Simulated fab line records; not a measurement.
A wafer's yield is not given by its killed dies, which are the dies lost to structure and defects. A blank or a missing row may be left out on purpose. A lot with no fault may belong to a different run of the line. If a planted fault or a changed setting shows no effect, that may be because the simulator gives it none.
fab line records + flow n5Finfet + part 2 of 2: steps 5 to 6 of 6
record
- lots=20
- wafers=60
- lastDay=17
route steps=1938 shown BEOL_M12@1636 BEOL_M13@1679
lots with no fault: from the same line, run without faults
startH: hours from the record's first day to the start of the lot's first wafer shown + waitH: time in hours since the lot's previous step + " as in the row above + L1.1+2: one row covering several wafers at once + - no value, or no start was given + * or withheld: withheld + < > ~ a bound
route shown NAME@n: NAME is a module with steps in the file, n the number in the route of the first one + usual: mean/standard deviation taken from wafers without a fault + same: alike in all rows + chamber/n: place in a boat + sites: the reading at each site + _std_site: standard deviation of those values + _edge_site: inner sites' mean taken away from outer sites' mean + radiusMm: for every site, how far away it sits from the centre of the wafer + mask NAME#n: copy n + behind: the last tool/chamber to shape the wafer + hold: cause of the lot's hold/its duration in hours/its outcome + device: whichever transistor did not switch (one of n, p or np) + end of line: the tests these same wafers got at the end of their route + for a step that has no rows: nothing shown but its recipe + killed: dies that structure and defects cost at the first sort, which is not the same as the wafer's yield + map: dies across one wafer; x = killed, . = not, _ = none there
set.NAME: setting as actually run; set.NAME@STEP: the setting as run at that earlier step + model.NAME: the simulator's own value behind a step, which no gauge read
route steps across a sampled set of lots; one table per step, one row per wafer
services: a tool's chamber out of use, with start hour (startH, from the record's first day; less than 0 if before it), hours out, and reason
## steps
# step N5_BEOL_M13_ETCH_68
# recipe
- chemistry=N2/H2
- target=SOC
- maskMaterial=SiARC
- sourceW=3000
- biasW=350
- tempC=40
- timeS=355
- ionEnergyEv=200
- pressureMtorr=30
- n2FlowSccm=200
- h2FlowSccm=200
# usual
- biasW=350.2/1
- drypumpMotorCurrentA=5.9/0.44
- n2FlowSccm=200.0/0.63
- oesProductAu=0.80/0.073
- rfFwdPowerW=2995/8.9
- rfVppV=524.5/2.8
- showerheadPlenumPTorr=2.56/0.094
- tempC=40.00/0.13
- throttleValvePct=17.75/0.26
| lot.wafer | tool       | chamber | startH | waitH | biasW | drypumpMotorCurrentA | n2FlowSccm | oesProductAu | rfFwdPowerW | rfHoursCounterH | rfVppV | showerheadPlenumPTorr | tempC | throttleValvePct |
|-----------|------------|---------|--------|-------|-------|----------------------|------------|--------------|-------------|-----------------|--------|-----------------------|-------|------------------|
| L074.3    | rieDiel-02 | 1       | 226.41 | 0.1   | 349.6 | 6.2                  | 200.1      | 0.73         | 3006        | 167             | 526.8  | 2.65                  | 40.33 | 17.45            |
| L074.4    | "          | 1       | "      | "     | 348.8 | 6.2                  | 199.0      | 0.73         | 2993        | -               | 527.1  | 2.65                  | 40.16 | 17.46            |
| L074.5    | "          | 3       | "      | "     | 351.0 | 5.6                  | 200.1      | 0.93         | 3001        | -               | 529.4  | 2.71                  | 40.02 | 17.55            |
| L075.2    | rieDiel-02 | 1       | 245.17 | 0.1   | 350.3 | 6.3                  | 199.4      | 0.73         | 2986        | 174             | 526.7  | 2.64                  | 39.89 | 17.47            |
| L075.3    | "          | 3       | "      | "     | 351.9 | 5.6                  | 200.1      | 0.91         | 2993        | 32              | 529.9  | 2.70                  | 39.98 | 17.57            |
| L075.5    | "          | 0       | "      | "     | 349.7 | 6.0                  | 199.7      | 0.82         | 2996        | -               | 527.8  | 2.67                  | 40.02 | 17.45            |
| L077.2    | rieDiel-02 | 2       | 245.84 | 0.1   | 350.7 | 6.2                  | 200.3      | 0.74         | 3006        | 209             | 518.9  | 2.42                  | 39.89 | 18.18            |
| L077.4    | "          | 0       | "      | "     | 350.8 | 6.0                  | 200.2      | 0.81         | 3004        | 93              | 527.0  | 2.67                  | 39.96 | 17.45            |
| L077.5    | "          | 1       | "      | "     | 350.3 | 6.2                  | 200.3      | 0.73         | 2993        | -               | 526.8  | 2.65                  | 39.95 | 17.48            |
| L076.2    | rieDiel-03 | 3       | 248.19 | 0.1   | 349.8 | 5.4                  | 200.2      | 0.92         | 2990        | 15              | 523.2  | 2.50                  | 40.09 | 17.69            |
| L076.4    | "          | 2       | "      | "     | 350.6 | 5.3                  | 199.8      | 0.74         | 2985        | 168             | 519.8  | 2.44                  | 40.09 | 18.04            |
| L076.6    | "          | 2       | "      | "     | 351.2 | 5.3                  | 199.1      | 0.74         | 2992        | -               | 520.4  | 2.44                  | 39.88 | 18.06            |
| L079.1    | rieDiel-02 | 0       | 261.58 | 0.1   | 349.5 | 6.1                  | 199.9      | 0.80         | 2997        | 98              | 527.7  | 2.67                  | 40.03 | 17.46            |
| L079.2    | "          | 2       | "      | "     | 348.7 | 6.2                  | 199.1      | 0.72         | 3003        | 213             | 519.6  | 2.41                  | 40.03 | 18.19            |
| L079.6    | "          | 0       | "      | "     | 351.1 | 6.0                  | 200.5      | 0.80         | 2988        | -               | 527.6  | 2.67                  | 39.94 | 17.46            |
| L080.1    | rieDiel-02 | 1       | 272.47 | 0.1   | 350.8 | 6.3                  | 200.6      | 0.72         | 2984        | 183             | 526.4  | 2.64                  | 39.86 | 17.49            |
| L080.2    | "          | 2       | "      | "     | 348.6 | 6.2                  | 200.3      | 0.73         | 2993        | 217             | 520.3  | 2.41                  | 40.00 | 18.20            |
| L080.5    | "          | 0       | "      | "     | 348.2 | 6.0                  | 200.2      | 0.80         | 3004        | -               | 527.9  | 2.67                  | 40.00 | 17.46            |
| L081.2    | rieDiel-06 | 0       | 279.07 | 0.1   | 348.2 | 6.0                  | 200.5      | 0.97         | 2982        | 8               | 522.9  | 2.49                  | 39.88 | 17.55            |
| L081.3    | "          | 1       | "      | "     | 351.5 | 6.1                  | 201.1      | 0.88         | 3002        | 44              | 526.4  | 2.58                  | 40.14 | 17.41            |
| L081.4    | "          | 2       | "      | "     | 348.6 | 5.2                  | 200.5      | 0.83         | 2998        | 70              | 526.9  | 2.57                  | 40.21 | 17.73            |
| L083.2    | rieDiel-03 | 3       | 284.29 | 0.1   | 352.5 | 5.3                  | 199.2      | 0.90         | 2999        | 25              | 524.0  | 2.49                  | 39.81 | 17.72            |
| L083.3    | "          | 1       | "      | "     | 348.8 | 5.9                  | 201.0      | 0.72         | 2992        | 198             | 528.1  | 2.64                  | 39.94 | 18.18            |
| L083.6    | "          | 2       | "      | "     | 350.8 | 5.3                  | 200.2      | 0.74         | 2994        | -               | 521.4  | 2.44                  | 39.98 | 18.06            |
| L085.1    | rieDiel-03 | 3       | 300.70 | 0.1   | 350.9 | 5.3                  | 198.6      | 0.90         | 2995        | 30              | 522.9  | 2.49                  | 39.92 | 17.71            |
| L085.4    | "          | 2       | "      | "     | 349.1 | 5.3                  | 199.8      | 0.73         | 2991        | 182             | 520.2  | 2.44                  | 40.09 | 18.07            |
| L085.5    | "          | 2       | "      | "     | 350.2 | 5.3                  | 199.9      | 0.72         | 2991        | -               | 520.4  | 2.44                  | 40.03 | 18.08            |
| L084.2    | rieDiel-06 | 3       | 301.65 | 0.1   | 350.5 | 5.9                  | 201.0      | 0.79         | 3006        | 119             | 528.4  | 2.66                  | 39.97 | 17.66            |
| L084.3    | "          | 2       | "      | "     | 350.8 | 5.2                  | 200.0      | 0.82         | 2987        | 77              | 523.6  | 2.56                  | 39.94 | 17.75            |
| L084.6    | "          | 0       | "      | "     | 349.1 | 6.0                  | 200.8      | 0.94         | 3014        | -               | 522.8  | 2.49                  | 39.68 | 17.57            |
| L087.3    | rieDiel-06 | 1       | 309.11 | 0.1   | 350.3 | 6.1                  | 199.6      | 0.86         | 2977        | 54              | 524.2  | 2.57                  | 40.01 | 17.43            |
| L087.4    | "          | 3       | "      | "     | 349.1 | 5.8                  | 201.8      | 0.79         | 2989        | 121             | 527.6  | 2.66                  | 39.95 | 17.66            |
| L087.6    | "          | 0       | "      | "     | 350.4 | 5.9                  | 199.8      | 0.93         | 3013        | -               | 523.2  | 2.49                  | 40.24 | 17.57            |
| L089.1    | rieDiel-02 | 1       | 316.66 | 0.1   | 349.3 | 6.2                  | 199.3      | 0.70         | 2989        | 196             | 525.7  | 2.64                  | 40.14 | 17.51            |
| L089.2    | "          | 3       | "      | "     | 351.2 | 5.6                  | 199.2      | 0.86         | 2988        | 54              | 528.0  | 2.69                  | 39.68 | 17.61            |
| L089.4    | "          | 2       | "      | "     | 349.7 | 6.2                  | 199.4      | 0.71         | 2984        | 230             | 519.9  | 2.41                  | 39.93 | 18.22            |
| L090.2    | rieDiel-03 | 1       | 317.21 | 0.1   | 351.4 | 6.0                  | 200.5      | 0.70         | 2991        | 209             | 526.9  | 2.63                  | 40.01 | 18.21            |
| L090.3    | "          | 3       | "      | "     | 350.0 | 5.4                  | 200.8      | 0.87         | 2988        | 35              | 521.4  | 2.49                  | 40.14 | 17.73            |
| L090.5    | "          | 0       | "      | "     | 350.7 | 6.7                  | 199.7      | 0.82         | 2996        | -               | 521.0  | 2.47                  | 40.09 | 17.75            |
| L091.1    | rieDiel-03 | 2       | 339.13 | 0.1   | 349.9 | 5.3                  | 200.0      | 0.72         | 2994        | 189             | 522.1  | 2.44                  | 39.99 | 18.09            |
| L091.3    | "          | 3       | "      | "     | 350.3 | 5.4                  | 200.4      | 0.87         | 2981        | 38              | 520.7  | 2.49                  | 39.91 | 17.74            |
| L091.6    | "          | 0       | "      | "     | 350.2 | 6.7                  | 199.7      | 0.83         | 2995        | -               | 522.8  | 2.47                  | 40.05 | 17.76            |
| L092.3    | rieDiel-03 | 1       | 341.99 | 0.1   | 350.7 | 5.9                  | 200.3      | 0.71         | 2985        | 211             | 526.9  | 2.63                  | 39.90 | 18.22            |
| L092.5    | "          | 3       | "      | "     | 351.1 | 5.3                  | 200.2      | 0.87         | 3006        | -               | 523.2  | 2.49                  | 40.00 | 17.73            |
| L092.6    | "          | 0       | "      | "     | 348.7 | 6.7                  | 200.5      | 0.82         | 3002        | -               | 520.7  | 2.47                  | 40.12 | 17.75            |
| L094.1    | rieDiel-06 | 1       | 346.24 | 0.1   | 350.3 | 6.1                  | 200.3      | 0.84         | 3001        | 70              | 523.6  | 2.57                  | 40.03 | 17.47            |
| L094.5    | "          | 3       | "      | "     | 351.0 | 5.8                  | 199.1      | 0.78         | 3011        | -               | 527.6  | 2.66                  | 39.89 | 17.67            |
| L094.6    | "          | 2       | "      | "     | 348.6 | 5.2                  | 199.9      | 0.81         | 3004        | -               | 525.3  | 2.56                  | 40.02 | 17.76            |
| L093.2    | rieDiel-02 | 2       | 355.70 | 0.1   | 348.6 | 6.2                  | 198.7      | 0.70         | 2998        | 243             | 518.6  | 2.40                  | 39.91 | 18.24            |
| L093.4    | "          | 0       | "      | "     | 350.2 | 6.0                  | 200.1      | 0.78         | 2987        | 126             | 526.8  | 2.66                  | 40.11 | 17.50            |
| L093.6    | "          | 2       | "      | "     | 349.9 | 6.2                  | 200.2      | 0.71         | 2982        | -               | 519.8  | 2.40                  | 39.96 | 18.24            |
| L095.2    | rieDiel-03 | 0       | 356.23 | 0.1   | 352.8 | 6.7                  | 200.1      | 0.82         | 2989        | 74              | 522.1  | 2.47                  | 40.00 | 17.76            |
| L095.4    | "          | 1       | "      | "     | 351.0 | 6.0                  | 200.7      | 0.69         | 2988        | 216             | 526.6  | 2.63                  | 39.96 | 18.22            |
| L095.6    | "          | 2       | "      | "     | 349.6 | 5.3                  | 199.7      | 0.72         | 2990        | -               | 521.8  | 2.43                  | 40.04 | 18.09            |
| L096.1    | rieDiel-06 | 0       | 359.56 | 0.1   | 350.5 | 5.9                  | 200.6      | 0.90         | 3013        | 36              | 523.4  | 2.48                  | 40.01 | 17.62            |
| L096.2    | "          | 1       | "      | "     | 350.8 | 6.1                  | 200.5      | 0.83         | 3000        | 73              | 524.7  | 2.56                  | 40.12 | 17.47            |
| L096.6    | "          | 1       | "      | "     | 350.6 | 6.2                  | 199.6      | 0.82         | 3006        | -               | 525.1  | 2.56                  | 39.97 | 17.48            |
| L097.2    | rieDiel-03 | 3       | 380.47 | 0.1   | 351.2 | 5.4                  | 199.4      | 0.86         | 2998        | 51              | 522.2  | 2.48                  | 40.00 | 17.75            |
| L097.3    | "          | 2       | "      | "     | 351.4 | 5.3                  | 199.1      | 0.71         | 2989        | 203             | 519.9  | 2.43                  | 39.71 | 18.10            |
| L097.5    | "          | 3       | "      | "     | 348.4 | 5.4                  | 199.9      | 0.85         | 3004        | -               | 521.6  | 2.48                  | 39.92 | 17.76            |
# step N5_BEOL_M13_ANNEAL_48
# recipe
- tempC=225
- timeS=90
- ambient=N2
# usual
- annealTempC=225.03/0.16
- wafer_temp_C_max=225.77/0.25
| lot.wafer | tool         | chamber | startH | waitH | annealTempC | wafer_temp_C_max |
|-----------|--------------|---------|--------|-------|-------------|------------------|
| L074.3    | rtpAnneal-02 | 0       | 228.33 | 0.2   | 224.83      | 226.01           |
| L074.4    | "            | 0       | "      | "     | 225.19      | 226.16           |
| L074.5    | "            | 0       | "      | "     | 224.93      | 226.00           |
| L075.2    | rtpAnneal-01 | 0       | 246.87 | 0.2   | 225.12      | 225.53           |
| L075.3    | "            | 0       | "      | "     | 225.13      | 225.53           |
| L075.5    | "            | 0       | "      | "     | 225.32      | 225.56           |
| L077.2    | rtpAnneal-02 | 0       | 248.58 | 0.2   | 224.76      | 226.07           |
| L077.4    | "            | 0       | "      | "     | 225.06      | 225.80           |
| L077.5    | "            | 0       | "      | "     | 224.64      | 225.97           |
| L076.2    | rtpAnneal-02 | 0       | 249.49 | 0.2   | 225.24      | 226.20           |
| L076.4    | "            | 0       | "      | "     | 225.13      | 225.98           |
| L076.6    | "            | 0       | "      | "     | 225.10      | 226.04           |
| L079.1    | rtpAnneal-01 | 0       | 265.32 | 2.5   | 224.92      | 225.70           |
| L079.2    | "            | 0       | "      | "     | 225.18      | 225.49           |
| L079.6    | "            | 0       | "      | "     | 224.99      | 225.83           |
| L080.1    | rtpAnneal-02 | 0       | 275.04 | 0.1   | 224.96      | 225.83           |
| L080.2    | "            | 0       | "      | "     | 224.97      | 225.99           |
| L080.5    | "            | 0       | "      | "     | 225.16      | 226.39           |
| L081.2    | rtpAnneal-02 | 0       | 282.03 | 0.8   | 224.99      | 226.05           |
| L081.3    | "            | 0       | "      | "     | 224.81      | 225.82           |
| L081.4    | "            | 0       | "      | "     | 224.85      | 225.77           |
| L083.2    | rtpAnneal-02 | 0       | 286.12 | 0.2   | 225.00      | 225.56           |
| L083.3    | "            | 0       | "      | "     | 225.20      | 226.08           |
| L083.6    | "            | 0       | "      | "     | 225.17      | 225.77           |
| L085.1    | rtpAnneal-02 | 0       | 302.26 | 0.3   | 224.96      | 225.71           |
| L085.4    | "            | 0       | "      | "     | 224.97      | 225.62           |
| L085.5    | "            | 0       | "      | "     | 224.90      | 226.06           |
| L084.2    | rtpAnneal-01 | 0       | 305.19 | 0.2   | 225.11      | 225.32           |
| L084.3    | "            | 0       | "      | "     | 225.01      | 225.57           |
| L084.6    | "            | 0       | "      | "     | 224.96      | 225.67           |
| L087.3    | rtpAnneal-02 | 0       | 310.50 | 0.2   | 224.79      | 225.87           |
| L087.4    | "            | 0       | "      | "     | 225.16      | 225.86           |
| L087.6    | "            | 0       | "      | "     | 224.65      | 226.36           |
| L089.1    | rtpAnneal-01 | 0       | 322.86 | 0.2   | 225.06      | 225.55           |
| L089.2    | "            | 0       | "      | "     | 224.99      | 225.48           |
| L089.4    | "            | 0       | "      | "     | 224.97      | 225.65           |
| L090.2    | rtpAnneal-02 | 0       | 324.21 | 1.3   | 225.20      | 225.71           |
| L090.3    | "            | 0       | "      | "     | 225.07      | 225.58           |
| L090.5    | "            | 0       | "      | "     | 225.10      | 225.90           |
| L091.1    | rtpAnneal-02 | 0       | 340.38 | 0.1   | 224.85      | 225.85           |
| L091.3    | "            | 0       | "      | "     | 225.14      | 226.09           |
| L091.6    | "            | 0       | "      | "     | 225.21      | 225.87           |
| L092.3    | rtpAnneal-02 | 0       | 343.93 | 0.4   | 225.01      | 225.64           |
| L092.5    | "            | 0       | "      | "     | 225.07      | 225.68           |
| L092.6    | "            | 0       | "      | "     | 225.33      | 226.41           |
| L094.1    | rtpAnneal-01 | 0       | 351.86 | 0.1   | 225.04      | 225.69           |
| L094.5    | "            | 0       | "      | "     | 225.12      | 225.12           |
| L094.6    | "            | 0       | "      | "     | 224.81      | 225.63           |
| L093.2    | rtpAnneal-01 | 0       | 357.44 | 0.3   | 225.02      | 225.43           |
| L093.4    | "            | 0       | "      | "     | 225.10      | 225.68           |
| L093.6    | "            | 0       | "      | "     | 224.76      | 225.51           |
| L095.2    | rtpAnneal-01 | 0       | 361.65 | 0.2   | 225.30      | 225.56           |
| L095.4    | "            | 0       | "      | "     | 224.88      | 225.74           |
| L095.6    | "            | 0       | "      | "     | 225.04      | 225.49           |
| L096.1    | rtpAnneal-01 | 0       | 362.68 | 0.9   | 225.13      | 225.90           |
| L096.2    | "            | 0       | "      | "     | 224.97      | 225.57           |
| L096.6    | "            | 0       | "      | "     | 225.27      | 225.78           |
| L097.2    | rtpAnneal-02 | 0       | 382.25 | 0.3   | 225.31      | 225.98           |
| L097.3    | "            | 0       | "      | "     | 225.09      | 225.58           |
| L097.5    | "            | 0       | "      | "     | 224.98      | 226.13           |
## services
| tool          | chamber | startH | hours | kind                        |
|---------------|---------|--------|-------|-----------------------------|
| rieDiel-02    | 0       | 201.01 | 9.1   | repair                      |
| rieDiel-04    | 2       | 210.03 | 5.3   | repair                      |
| rieDiel-04    | 1       | 217.31 | 5.0   | repair                      |
| rieDiel-01    | 3       | 221.31 | 4.5   | repair                      |
| rieDiel-02    | 2       | 223.76 | 6.1   | repair                      |
| rieDiel-02    | 2       | 237.18 | 4.4   | repair                      |
| rieDiel-01    | 2       | 240.16 | 6.1   | repair                      |
| rieDiel-06    | 2       | 241.17 | 1.2   | repair                      |
| rieDiel-06    | 3       | 259.63 | 4.8   | repair                      |
| rieDiel-04    | 1       | 265.61 | 2.8   | repair                      |
| rieDiel-04    | 1       | 270.86 | 4.3   | repair                      |
| rieDiel-01    | 3       | 279.36 | -     | clean                       |
| rieDiel-01    | 3       | 279.36 | -     | consumableReplace:focusRing |
| rieDiel-04    | 3       | 283.85 | 4.2   | repair                      |
| rieDiel-01    | 1       | 284.52 | 2.1   | repair                      |
| rieDiel-04    | 2       | 298.45 | 3.9   | repair                      |
| rieDiel-06    | -       | 298.79 | 0.8   | repair                      |
| rieDiel-01    | 3       | 303.05 | 3.8   | repair                      |
| rieDiel-03    | -       | 323.93 | 14.6  | pm                          |
| rieDiel-06    | 2       | 325.16 | 13.6  | repair                      |
| pvdSputter-03 | -       | 335.59 | 1.7   | repair                      |
| rieDiel-02    | -       | 343.94 | 2.8   | pm                          |
| rieDiel-02    | 0       | 369.71 | 4.9   | repair                      |
| rieDiel-02    | -       | 375.07 | 4.3   | pm                          |
